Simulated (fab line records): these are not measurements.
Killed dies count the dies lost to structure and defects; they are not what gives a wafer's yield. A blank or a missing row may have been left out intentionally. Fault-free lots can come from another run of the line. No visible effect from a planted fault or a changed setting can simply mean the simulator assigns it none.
fab line records -- flow nand_harc -- part 1 of 2: steps 1 to 34 of 45
[record] lots = 5, wafers = 15, last_day = 34
route steps=1302 shown A_DECK1_JOINT@523 A_ONON_D2@545
lots with no fault: from the same line, run without faults
start_h: start of the lot's first displayed wafer, in hours after the record's first day -- wait_h: hours since the lot's step before -- " identical to the entry in the row above -- L1.1+2: a row that stands for several wafers -- - value missing, or start not given -- * or withheld: withheld -- < > ~ a bound
route shown NAME@n: a module of which the file shows steps, and the number in the route of the first -- usual: mean/standard deviation of fault-free wafers -- same: alike in all rows -- chamber/n: place in a boat -- sites: each site's reading -- _std_site: how widely they spread, as a standard deviation -- _edge_site: the outer-site mean with the inner-site mean subtracted -- radius_mm: for every site, how far away it sits from the centre of the wafer -- mask NAME#n: copy n -- behind: the tool/chamber that last shaped the wafer -- hold: why the lot was held/for how many hours/how that ended -- device: the transistor (n, p or np) that didn't switch -- end of line: at the end of the route, the tests of the same wafers -- a step with no rows: only its recipe -- killed: dies lost to structure and defects at the first sort, not the wafer's yield -- map: the dies of a wafer, with x for killed, . for not killed, _ for no die there
set.NAME: the setting that was run; set.NAME@STEP: the one run at that earlier step -- model.NAME: the simulator's own value behind a step, which no gauge read
lots seen at some steps along the route; tables by step, rows by wafer
services: the hour from which a tool's chamber was out of use, counted from the record's first day as start_h (under 0 if before that day), plus the number of hours and why
[[steps]]
[step NHARC_A_DECK1_JOINT_ETCH_09]
[recipe] target_depth_a = 50, chemistry = dHF, material = SiO2
lot.wafer,tool,chamber,start_h,wait_h
L087.1+2+5,wet_bench-01,"4,5,7",368.90,0.0
L088.1+2+4,wet_bench-09,"1,3,6",378.58,0.0
L089.2+1+5,wet_bench-09,"4,5,6",397.06,0.0
L095.3+1+2,wet_bench-05,"4,6,0",456.18,0.0
L096.1+5+4,wet_bench-05,"5,7,0",474.76,0.0
[step NHARC_A_DECK1_JOINT_WET_10]
[recipe] temp_c = 160, time_s = 86, chemistry = H3PO4
lot.wafer,tool,chamber,start_h,wait_h
L087.1+2+5,wet_h3po4-01,1,371.86,2.9
L088.1+2+4,wet_h3po4-02,0,380.27,1.7
L089.1+2+5,wet_h3po4-02,0,398.75,1.7
L095.1+2+3,wet_h3po4-02,1,457.91,1.7
L096.1+4+5,wet_h3po4-01,1,476.43,1.7
[step NHARC_A_DECK1_JOINT_ETCH_11]
[recipe] target_depth_a = 350, chemistry = dHF, material = SiO2
lot.wafer,tool,chamber,start_h,wait_h
L087.1+5+2,wet_bench-09,"4,7,1",372.41,0.0
L088.1+4+2,wet_bench-09,"1,3,4",380.85,0.0
L089.1+5+2,wet_bench-01,"7,0,1",399.36,0.1
L095.2+3+1,wet_bench-09,"1,3,5",458.46,0.0
L096.5+1+4,wet_bench-05,"2,5,6",477.02,0.1
[step NHARC_A_DECK1_JOINT_CVD_12]
[recipe] target_thk_a = 900, temp_c = 620, pressure_mtorr = 200, time_s = 1800, material = poly-Si
lot.wafer,tool,chamber,start_h,wait_h
L087.1+2+5,lpcvd_poly-03,0,374.91,2.5
L088.1+2+4,lpcvd_poly-03,0,383.33,2.5
L089.1+2+5,lpcvd_poly-02,0,401.95,2.6
L095.1+2+3,lpcvd_poly-01,0,461.13,2.6
L096.1+4+5,lpcvd_poly-03,0,479.47,2.3
[step NHARC_A_DECK1_JOINT_CMP_13]
[recipe] target_thk_nm = 51.023
[usual] motor_current_A = 11.9/1.1, time_to_endpoint_s = 10.0/2.2
lot.wafer,tool,chamber,start_h,wait_h,motor_current_A,time_to_endpoint_s
L087.2,cmp-02,2,377.79,0.4,13.1,11.6
L087.1,cmp-02,0,377.79,0.4,10.7,11.3
L087.5,cmp-02,1,377.79,0.4,10.5,10.5
L088.1,cmp-02,1,386.16,0.4,11.0,6.6
L088.2,cmp-02,2,386.16,0.4,13.0,9.8
L088.4,cmp-02,3,386.16,0.4,12.6,5.3
L089.2,cmp-04,0,404.84,0.4,11.3,12.6
L089.1,cmp-04,2,404.84,0.4,13.8,13.0
L089.5,cmp-04,0,404.84,0.4,11.6,10.3
L095.1,cmp-03,1,463.94,0.4,13.0,8.3
L095.2,cmp-03,3,463.94,0.4,12.5,9.4
L095.3,cmp-03,0,463.94,0.4,12.1,9.5
L096.4,cmp-02,3,482.35,0.4,11.7,7.3
L096.1,cmp-02,0,482.35,0.4,10.8,10.7
L096.5,cmp-02,3,482.35,0.4,12.5,10.0
[step NHARC_A_DECK1_JOINT_THK_MEAS_14]
[recipe] thk_meas_gauge = ellipsometry
[usual] thk_nm = 51.5/1.5
lot.wafer,tool,chamber,start_h,wait_h,thk_nm
L087.1,film_metro-01,-,378.02,0.2,48.8
L087.2,film_metro-01,-,378.02,0.2,50.6
L087.5,film_metro-01,-,378.02,0.2,49.6
L088.1,film_metro-01,-,386.39,0.2,51.4
L088.2,film_metro-01,-,386.39,0.2,51.3
L088.4,film_metro-01,-,386.39,0.2,49.3
L089.1,film_metro-01,-,405.10,0.2,50.3
L089.2,film_metro-01,-,405.10,0.2,53.0
L089.5,film_metro-01,-,405.10,0.2,52.1
L095.1,film_metro-01,-,464.20,0.2,50.7
L095.2,film_metro-01,-,464.20,0.2,51.8
L095.3,film_metro-01,-,464.20,0.2,51.8
L096.1,film_metro-02,-,482.58,0.2,47.6
L096.4,film_metro-02,-,482.58,0.2,50.8
L096.5,film_metro-02,-,482.58,0.2,51.1
[step NHARC_A_DECK1_JOINT_SRD_04]
lot.wafer,tool,chamber,start_h,wait_h
L087.2+1+5,wet_bench-09,"7,2,3",378.07,0.0
L088.1+2+4,wet_bench-01,"2,3,5",386.43,0.0
L089.5+2+1,wet_bench-05,"4,5,0",405.14,0.0
L095.1+2+3,wet_bench-09,"2,4,5",464.25,0.0
L096.4+1+5,wet_bench-05,"6,7,0",482.65,0.1
[step NHARC_A_DECK1_JOINT_ETCHBACK_00]
[recipe] target_depth_a = 300, time_s = 17.4, hbr_flow_sccm = 150, rf_w = 350, icp_w = 350, bias_w = 60, chemistry = HBr
[usual] drypump_motor_current_A = 5.72/0.23, hbr_flow_sccm = 150.0/0.47, oes_product_au = 1.001/0.0094, rf_fwd_power_W = 343.0/1.5, throttle_valve_pct = 23.265/0.0096
lot.wafer,tool,chamber,start_h,wait_h,drypump_motor_current_A,hbr_flow_sccm,oes_product_au,rf_fwd_power_W,rf_hours_counter_h,throttle_valve_pct
L087.2,rie_si-06,1,378.15,0.1,5.54,150.1,1.000,340.5,0.6,23.280
L087.1,rie_si-06,2,378.15,0.1,5.86,149.5,0.992,343.3,0.9,23.267
L087.5,rie_si-06,1,378.15,0.1,5.55,149.8,0.996,340.4,-,23.277
L088.4,rie_si-06,1,386.51,0.1,5.55,150.1,1.008,342.5,0.6,23.278
L088.1,rie_si-06,2,386.51,0.1,5.82,150.7,0.999,341.8,1.0,23.260
L088.2,rie_si-06,0,386.51,0.1,5.57,149.6,0.994,341.9,0.9,23.252
L089.2,rie_si-06,1,405.24,0.1,5.54,149.5,1.004,340.8,0.8,23.266
L089.1,rie_si-06,3,405.24,0.1,5.79,150.6,0.999,344.6,1.1,23.271
L089.5,rie_si-06,0,405.24,0.1,5.56,149.7,0.999,341.3,-,23.269
L095.1,rie_si-01,0,464.33,0.1,5.77,150.4,1.020,344.0,0.7,23.277
L095.2,rie_si-01,1,464.33,0.1,5.91,149.8,0.986,342.3,0.6,23.290
L095.3,rie_si-01,2,464.33,0.1,5.58,150.4,0.995,343.9,0.5,23.277
L096.4,rie_si-06,1,482.77,0.1,5.56,150.1,0.994,340.1,0.3,23.261
L096.1,rie_si-06,2,482.77,0.1,5.85,150.3,1.015,342.9,0.3,23.265
L096.5,rie_si-06,0,482.77,0.1,5.58,150.0,1.012,343.0,-,23.254
[step NHARC_A_DECK1_JOINT_PRECLEAN_30]
[recipe] time_s = *, temp_c = 50, bath_age_min = 0, chemistry = SC1
lot.wafer,tool,chamber,start_h,wait_h
L087.2+1+5,wet_bench-09,"2,3,5",378.30,0.1
L088.4+1+2,wet_bench-05,"4,6,7",386.66,0.1
L089.5+2+1,wet_bench-09,"2,4,6",405.37,0.1
L095.2+1+3,wet_bench-01,"3,4,6",464.49,0.1
L096.1+4+5,wet_bench-01,"1,2,4",482.90,0.1
[step NHARC_A_DECK1_JOINT_SRD_31]
lot.wafer,tool,chamber,start_h,wait_h
L087.2+1+5,wet_bench-09,"2,3,5",-,-
L088.4+1+2,wet_bench-05,"4,6,7",-,-
L089.5+2+1,wet_bench-09,"2,4,6",-,-
L095.2+1+3,wet_bench-01,"3,4,6",-,-
L096.1+4+5,wet_bench-01,"1,2,4",-,-
[step NHARC_A_DECK1_JOINT_CVD_34]
[recipe] target_thk_a = 200, temp_c = 700, pressure_mtorr = 300, material = SiNx
lot.wafer,tool,chamber,start_h,wait_h
L087.1+2+5,lpcvd-02,0,381.54,-
L088.1+2+4,lpcvd-01,0,392.15,-
L089.1+2+5,lpcvd-01,0,408.61,-
L095.1+2+3,lpcvd-01,0,467.72,-
L096.1+4+5,lpcvd-02,1,486.11,-
[step NHARC_A_DECK1_JOINT_DEP_06]
[recipe] target_thk_a = 800, temp_c = 65, material = SiOx
lot.wafer,tool,chamber,start_h,wait_h
L087.1+2+5,fcvd-01,"1,0,1",384.75,0.4
L088.1+2+4,fcvd-01,"0,1,1",395.34,0.4
L089.2+1+5,fcvd-01,"0,1,1",411.84,0.4
L095.1+2+3,fcvd-01,"1,0,1",470.94,0.4
L096.1+4+5,fcvd-02,"0,0,1",489.38,0.4
[step NHARC_A_DECK1_JOINT_CURE_26]
[recipe] temp_c = 150, time_s = 32, pressure_atm = 0.395
lot.wafer,tool,chamber,start_h,wait_h
L087.1+2+5,fcvd-01,"1,0,1",384.93,0.1
L088.1+2+4,fcvd-01,"0,1,1",395.52,0.1
L089.2+1+5,fcvd-01,"0,1,1",412.02,0.1
L095.1+2+3,fcvd-01,"1,0,1",471.11,0.1
L096.1+4+5,fcvd-02,"0,0,1",489.55,0.1
[step NHARC_A_DECK1_JOINT_ANNEAL_27]
[recipe] temp_c = 400, time_s = 3600, idle_temp_c = 300, ramp_up_c_per_min = 10, densification_p_h2o_torr = 640
lot.wafer,tool,chamber,start_h,wait_h
L087.1+2+5,furnace-02,0,387.64,2.7
L088.1+2+4,furnace-02,0,399.83,4.3
L089.1+2+5,furnace-08,0,416.07,4.0
L095.1+2+3,furnace-05,0,474.75,3.6
L096.1+4+5,furnace-02,0,492.26,2.7
[step NHARC_A_DECK1_JOINT_ANNEAL_28]
[recipe] temp_c = 500, time_s = 1800, idle_temp_c = 400, ramp_up_c_per_min = 10, densification_p_h2o_torr = 640
lot.wafer,tool,chamber,start_h,wait_h
L087.1+2+5,furnace-02,0,391.96,2.6
L088.1+2+4,furnace-02,0,407.19,5.6
L089.1+2+5,furnace-08,0,422.23,4.4
L095.1+2+3,furnace-05,0,481.75,5.2
L096.1+4+5,furnace-02,0,498.09,4.1
[step NHARC_A_DECK1_JOINT_ANNEAL_29]
[recipe] temp_c = 750, time_s = 1800, idle_temp_c = 500, ramp_up_c_per_min = 10, ramp_down_c_per_min = 3
[usual] ramp_down_c_per_min = 3.0000/0.00062
lot.wafer,tool,chamber,start_h,wait_h,ramp_down_c_per_min
L087.1,furnace-02,0,397.50,4.9,3.0002
L087.2,furnace-02,0,397.50,4.9,3.0003
L087.5,furnace-02,0,397.50,4.9,2.9997
L088.1,furnace-02,0,412.81,5.0,3.0001
L088.2,furnace-02,0,412.81,5.0,2.9995
L088.4,furnace-02,0,412.81,5.0,2.9991
L089.1,furnace-08,0,426.03,3.1,3.0000
L089.2,furnace-08,0,426.03,3.1,3.0004
L089.5,furnace-08,0,426.03,3.1,3.0001
L095.1,furnace-05,0,489.09,6.7,2.9994
L095.2,furnace-05,0,489.09,6.7,3.0001
L095.3,furnace-05,0,489.09,6.7,3.0003
L096.1,furnace-02,0,503.11,4.4,3.0002
L096.4,furnace-02,0,503.11,4.4,3.0007
L096.5,furnace-02,0,503.11,4.4,2.9988
[step NHARC_A_DECK1_JOINT_CMP_02]
[recipe] material = SiOx
[usual] motor_current_A = 12.0/1
lot.wafer,tool,chamber,start_h,wait_h,motor_current_A
L087.1,cmp-02,3,400.25,0.4,12.3
L087.2,cmp-02,0,400.25,0.4,10.8
L087.5,cmp-02,3,400.25,0.4,11.6
L088.2,cmp-03,0,415.47,0.4,11.6
L088.4,cmp-03,2,415.47,0.4,10.7
L088.1,cmp-03,3,415.47,0.4,12.0
L089.1,cmp-02,2,428.66,0.4,13.1
L089.2,cmp-02,0,428.66,0.4,11.1
L089.5,cmp-02,2,428.66,0.4,13.1
L095.3,cmp-02,2,491.71,0.4,12.6
L095.2,cmp-02,3,491.71,0.4,11.5
L095.1,cmp-02,0,491.71,0.4,11.3
L096.4,cmp-03,3,505.91,0.5,12.7
L096.1,cmp-03,1,505.91,0.5,12.7
L096.5,cmp-03,3,505.91,0.5,12.3
[step NHARC_A_DECK1_JOINT_SRD_15]
lot.wafer,tool,chamber,start_h,wait_h
L087.5+1+2,wet_bench-01,"0,1,4",400.52,0.0
L088.4+2+1,wet_bench-09,"2,4,5",415.77,0.0
L089.2+1+5,wet_bench-09,"1,2,5",428.95,0.0
L095.3+2+1,wet_bench-01,"4,5,6",492.01,0.0
L096.5+4+1,wet_bench-05,"2,3,4",506.21,0.0
[step NHARC_A_DECK1_JOINT_DEP_16]
[recipe] target_thk_a = 450, temp_c = 400, pressure_torr = 6.5, rf_w = 900, teos_flow_sccm = 161.4, flow_sccm = 2650, target_thk_nm = 45, gas = O2, material = SiO2
[usual] heater_power_w = 575/110, mfc_precursor_sccm = 161.4/0.49, rf_fwd_power_W = 895.3/2.7, throttle_valve_pct = 15.9/0.37
lot.wafer,tool,chamber,start_h,wait_h,heater_power_w,mfc_precursor_sccm,rf_fwd_power_W,throttle_valve_pct
L087.2,pecvd-04,2,400.61,0.1,596,162.3,891.0,16.3
L087.1,pecvd-04,0,400.61,0.1,630,161.3,893.3,15.4
L087.5,pecvd-04,0,400.61,0.1,623,161.5,895.4,15.5
L088.2,pecvd-01,2,416.14,0.4,545,162.0,894.7,15.3
L088.1,pecvd-01,1,416.14,0.4,603,161.9,893.1,16.0
L088.4,pecvd-01,2,416.14,0.4,544,160.8,891.6,15.6
L089.2,pecvd-04,0,429.07,0.1,784,161.1,896.0,15.3
L089.1,pecvd-04,1,429.07,0.1,561,161.2,902.0,15.9
L089.5,pecvd-04,2,429.07,0.1,615,161.5,899.7,16.3
L095.3,pecvd-02,1,492.10,0.1,468,162.0,896.7,16.2
L095.2,pecvd-02,2,492.10,0.1,403,161.8,897.1,15.6
L095.1,pecvd-02,0,492.10,0.1,524,161.8,893.1,15.7
L096.1,pecvd-02,0,506.33,0.1,647,162.0,896.2,15.9
L096.5,pecvd-02,0,506.33,0.1,642,162.0,894.3,16.2
L096.4,pecvd-02,1,506.33,0.1,420,161.7,892.2,16.0
[step NHARC_A_DECK1_JOINT_THK_MEAS_17]
[recipe] thk_meas_gauge = ellipsometry
[usual] thk_nm = 45.2/1.2
lot.wafer,tool,chamber,start_h,wait_h,thk_nm
L087.1,film_metro-02,-,400.89,0.2,44.7
L087.2,film_metro-02,-,400.89,0.2,46.4
L087.5,film_metro-02,-,400.89,0.2,43.6
L088.1,film_metro-01,-,416.41,0.2,45.0
L088.2,film_metro-01,-,416.41,0.2,43.8
L088.4,film_metro-01,-,416.41,0.2,46.9
L089.1,film_metro-01,-,429.32,0.2,44.1
L089.2,film_metro-01,-,429.32,0.2,44.6
L089.5,film_metro-01,-,429.32,0.2,45.1
L095.1,film_metro-02,-,492.38,0.2,44.2
L095.2,film_metro-02,-,492.38,0.2,45.5
L095.3,film_metro-02,-,492.38,0.2,42.2
L096.1,film_metro-02,-,506.58,0.2,45.2
L096.4,film_metro-02,-,506.58,0.2,48.5
L096.5,film_metro-02,-,506.58,0.2,46.3
[step NHARC_A_DECK1_JOINT_INSPECT_05]
[usual] raw_defect_count = 318/130
lot.wafer,tool,chamber,start_h,wait_h,raw_defect_count
L087.1,defect_inspect-02,-,400.92,0.0,399
L087.2,defect_inspect-02,-,400.92,0.0,197
L087.5,defect_inspect-02,-,400.92,0.0,330
L088.1,defect_inspect-01,-,416.45,0.0,320
L088.2,defect_inspect-01,-,416.45,0.0,217
L088.4,defect_inspect-01,-,416.45,0.0,202
L089.1,defect_inspect-01,-,429.36,0.0,305
L089.2,defect_inspect-01,-,429.36,0.0,359
L089.5,defect_inspect-01,-,429.36,0.0,273
L095.1,defect_inspect-02,-,492.41,0.0,222
L095.2,defect_inspect-02,-,492.41,0.0,436
L095.3,defect_inspect-02,-,492.41,0.0,306
L096.1,defect_inspect-02,-,506.61,0.0,236
L096.4,defect_inspect-02,-,506.61,0.0,255
L096.5,defect_inspect-02,-,506.61,0.0,153
[step NHARC_A_ONON_D2_DEP_00]
[recipe] target_thk_a = 10000, n2_flow_sccm = 2750, n2o_flow_sccm = 2000, nh3_flow_sccm = 500, sih4_flow_sccm = 210, temp_c = 400
lot.wafer,tool,chamber,start_h,wait_h
L087.1+2+5,pecvd_onon-03,0,401.00,0.1
L088.1+2+4,pecvd_onon-04,0,416.52,0.1
L089.1+2+5,pecvd_onon-04,0,429.43,0.1
L095.1+2+3,pecvd_onon-02,0,492.48,0.1
L096.1+4+5,pecvd_onon-03,0,506.68,0.1
[step NHARC_A_ONON_D2_THK_MEAS_02]
[recipe] thk_meas_gauge = ellipsometry
[usual] thk_nm = 996/9.5
lot.wafer,tool,chamber,start_h,wait_h,thk_nm
L087.1,film_metro-02,-,401.51,-,1001
L087.2,film_metro-02,-,401.51,-,1000
L087.5,film_metro-02,-,401.51,-,1000
L088.1,film_metro-01,-,417.03,-,1005
L088.2,film_metro-01,-,417.03,-,1007
L088.4,film_metro-01,-,417.03,-,1004
L089.1,film_metro-01,-,429.93,-,993
L089.2,film_metro-01,-,429.93,-,994
L089.5,film_metro-01,-,429.93,-,992
L095.1,film_metro-01,-,492.99,-,997
L095.2,film_metro-01,-,492.99,-,996
L095.3,film_metro-01,-,492.99,-,995
L096.1,film_metro-02,-,507.19,-,1001
L096.4,film_metro-02,-,507.19,-,1002
L096.5,film_metro-02,-,507.19,-,1001
[step NHARC_A_ONON_D2_DEP_03]
[recipe] target_thk_a = 10000, n2_flow_sccm = 2750, n2o_flow_sccm = 2000, nh3_flow_sccm = 500, sih4_flow_sccm = 210, temp_c = 400
lot.wafer,tool,chamber,start_h,wait_h
L087.1+2+5,pecvd_onon-04,0,401.57,0.1
L088.1+2+4,pecvd_onon-02,0,417.08,0.1
L089.1+2+5,pecvd_onon-04,0,429.99,0.1
L095.1+2+3,pecvd_onon-03,0,493.05,0.1
L096.1+4+5,pecvd_onon-04,0,507.25,0.1
[step NHARC_A_ONON_D2_THK_MEAS_05]
[recipe] thk_meas_gauge = ellipsometry
[usual] thk_nm = 999/9.4
lot.wafer,tool,chamber,start_h,wait_h,thk_nm
L087.1,film_metro-02,-,402.08,-,1008
L087.2,film_metro-02,-,402.08,-,1007
L087.5,film_metro-02,-,402.08,-,1008
L088.1,film_metro-02,-,417.59,-,999
L088.2,film_metro-02,-,417.59,-,997
L088.4,film_metro-02,-,417.59,-,1000
L089.1,film_metro-01,-,430.50,-,988
L089.2,film_metro-01,-,430.50,-,990
L089.5,film_metro-01,-,430.50,-,989
L095.1,film_metro-01,-,493.55,-,1003
L095.2,film_metro-01,-,493.55,-,1003
L095.3,film_metro-01,-,493.55,-,1002
L096.1,film_metro-02,-,507.76,-,1006
L096.4,film_metro-02,-,507.76,-,1005
L096.5,film_metro-02,-,507.76,-,1006
[step NHARC_A_ONON_D2_DEP_06]
[recipe] target_thk_a = 10000, n2_flow_sccm = 2750, n2o_flow_sccm = 2000, nh3_flow_sccm = 500, sih4_flow_sccm = 210, temp_c = 400
lot.wafer,tool,chamber,start_h,wait_h
L087.1+2+5,pecvd_onon-04,0,402.14,0.1
L088.1+2+4,pecvd_onon-04,0,417.65,0.1
L089.1+2+5,pecvd_onon-04,0,430.55,0.1
L095.1+2+3,pecvd_onon-02,0,493.61,0.1
L096.1+4+5,pecvd_onon-02,0,507.81,0.1
[step NHARC_A_ONON_D2_THK_MEAS_08]
[recipe] thk_meas_gauge = ellipsometry
[usual] thk_nm = 997/11
lot.wafer,tool,chamber,start_h,wait_h,thk_nm
L087.1,film_metro-01,-,402.65,-,993
L087.2,film_metro-01,-,402.65,-,990
L087.5,film_metro-01,-,402.65,-,992
L088.1,film_metro-01,-,418.15,-,976
L088.2,film_metro-01,-,418.15,-,978
L088.4,film_metro-01,-,418.15,-,976
L089.1,film_metro-01,-,431.06,-,998
L089.2,film_metro-01,-,431.06,-,1000
L089.5,film_metro-01,-,431.06,-,998
L095.1,film_metro-02,-,494.12,-,981
L095.2,film_metro-02,-,494.12,-,981
L095.3,film_metro-02,-,494.12,-,983
L096.1,film_metro-01,-,508.32,-,1001
L096.4,film_metro-01,-,508.32,-,1002
L096.5,film_metro-01,-,508.32,-,1000
[step NHARC_A_ONON_D2_DEP_09]
[recipe] target_thk_a = 10000, n2_flow_sccm = 2750, n2o_flow_sccm = 2000, nh3_flow_sccm = 500, sih4_flow_sccm = 210, temp_c = 400
lot.wafer,tool,chamber,start_h,wait_h
L087.1+2+5,pecvd_onon-04,0,402.71,0.1
L088.1+2+4,pecvd_onon-02,0,418.21,0.1
L089.1+2+5,pecvd_onon-03,0,431.11,0.1
L095.1+2+3,pecvd_onon-03,0,494.18,0.1
L096.1+4+5,pecvd_onon-03,0,508.38,0.1
[step NHARC_A_ONON_D2_THK_MEAS_11]
[recipe] thk_meas_gauge = ellipsometry
[usual] thk_nm = 1002/6.8
lot.wafer,tool,chamber,start_h,wait_h,thk_nm
L087.1,film_metro-01,-,403.22,-,998
L087.2,film_metro-01,-,403.22,-,999
L087.5,film_metro-01,-,403.22,-,1001
L088.1,film_metro-01,-,418.72,-,1010
L088.2,film_metro-01,-,418.72,-,1010
L088.4,film_metro-01,-,418.72,-,1012
L089.1,film_metro-01,-,431.62,-,997
L089.2,film_metro-01,-,431.62,-,996
L089.5,film_metro-01,-,431.62,-,996
L095.1,film_metro-02,-,494.69,-,996
L095.2,film_metro-02,-,494.69,-,996
L095.3,film_metro-02,-,494.69,-,994
L096.1,film_metro-01,-,508.88,-,1010
L096.4,film_metro-01,-,508.88,-,1009
L096.5,film_metro-01,-,508.88,-,1010
[step NHARC_A_ONON_D2_DEP_12]
[recipe] target_thk_a = 10000, n2_flow_sccm = 2750, n2o_flow_sccm = 2000, nh3_flow_sccm = 500, sih4_flow_sccm = 210, temp_c = 400
lot.wafer,tool,chamber,start_h,wait_h
L087.1+2+5,pecvd_onon-04,0,403.28,0.1
L088.1+2+4,pecvd_onon-04,0,418.78,0.1
L089.1+2+5,pecvd_onon-02,0,431.68,0.1
L095.1+2+3,pecvd_onon-02,0,494.75,0.1
L096.1+4+5,pecvd_onon-04,0,508.94,0.1
[step NHARC_A_ONON_D2_THK_MEAS_14]
[recipe] thk_meas_gauge = ellipsometry
[usual] thk_nm = 1000/10
lot.wafer,tool,chamber,start_h,wait_h,thk_nm
L087.1,film_metro-01,-,403.78,-,1014
L087.2,film_metro-01,-,403.78,-,1013
L087.5,film_metro-01,-,403.78,-,1013
L088.1,film_metro-01,-,419.28,-,990
L088.2,film_metro-01,-,419.28,-,990
L088.4,film_metro-01,-,419.28,-,991
L089.1,film_metro-02,-,432.19,-,997
L089.2,film_metro-02,-,432.19,-,996
L089.5,film_metro-02,-,432.19,-,997
L095.1,film_metro-01,-,495.26,-,995
L095.2,film_metro-01,-,495.26,-,993
L095.3,film_metro-01,-,495.26,-,994
L096.1,film_metro-01,-,509.45,-,994
L096.4,film_metro-01,-,509.45,-,992
L096.5,film_metro-01,-,509.45,-,993
[step NHARC_A_ONON_D2_ANNEAL_15]
[recipe] temp_c = 750, time_s = 3600
lot.wafer,tool,chamber,start_h,wait_h
L087.1+2+5,furnace-04,0,408.78,5.0
L088.1+2+4,furnace-07,0,422.31,3.0
L089.1+2+5,furnace-01,0,436.75,4.6
L095.1+2+3,furnace-07,0,499.70,4.4
L096.1+4+5,furnace-04,0,515.10,5.6
[step NHARC_A_ONON_D2_DEP_16]
[recipe] target_thk_a = 10000, n2_flow_sccm = 2750, n2o_flow_sccm = 2000, nh3_flow_sccm = 500, sih4_flow_sccm = 210, temp_c = 400
lot.wafer,tool,chamber,start_h,wait_h
L087.1+2+5,pecvd_onon-02,0,412.63,0.4
L088.1+2+4,pecvd_onon-04,0,426.14,0.4
L089.1+2+5,pecvd_onon-04,0,440.56,0.4
L095.1+2+3,pecvd_onon-03,0,503.54,0.4
L096.1+4+5,pecvd_onon-03,0,518.84,0.4
[step NHARC_A_ONON_D2_THK_MEAS_18]
[recipe] thk_meas_gauge = ellipsometry
[usual] thk_nm = 998/12
lot.wafer,tool,chamber,start_h,wait_h,thk_nm
L087.1,film_metro-01,-,413.15,-,996
L087.2,film_metro-01,-,413.15,-,994
L087.5,film_metro-01,-,413.15,-,996
L088.1,film_metro-01,-,426.65,-,998
L088.2,film_metro-01,-,426.65,-,1000
L088.4,film_metro-01,-,426.65,-,998
L089.1,film_metro-02,-,441.07,-,1002
L089.2,film_metro-02,-,441.07,-,1002
L089.5,film_metro-02,-,441.07,-,1003
L095.1,film_metro-01,-,504.05,-,1008
L095.2,film_metro-01,-,504.05,-,1008
L095.3,film_metro-01,-,504.05,-,1008
L096.1,film_metro-02,-,519.35,-,988
L096.4,film_metro-02,-,519.35,-,992
L096.5,film_metro-02,-,519.35,-,988
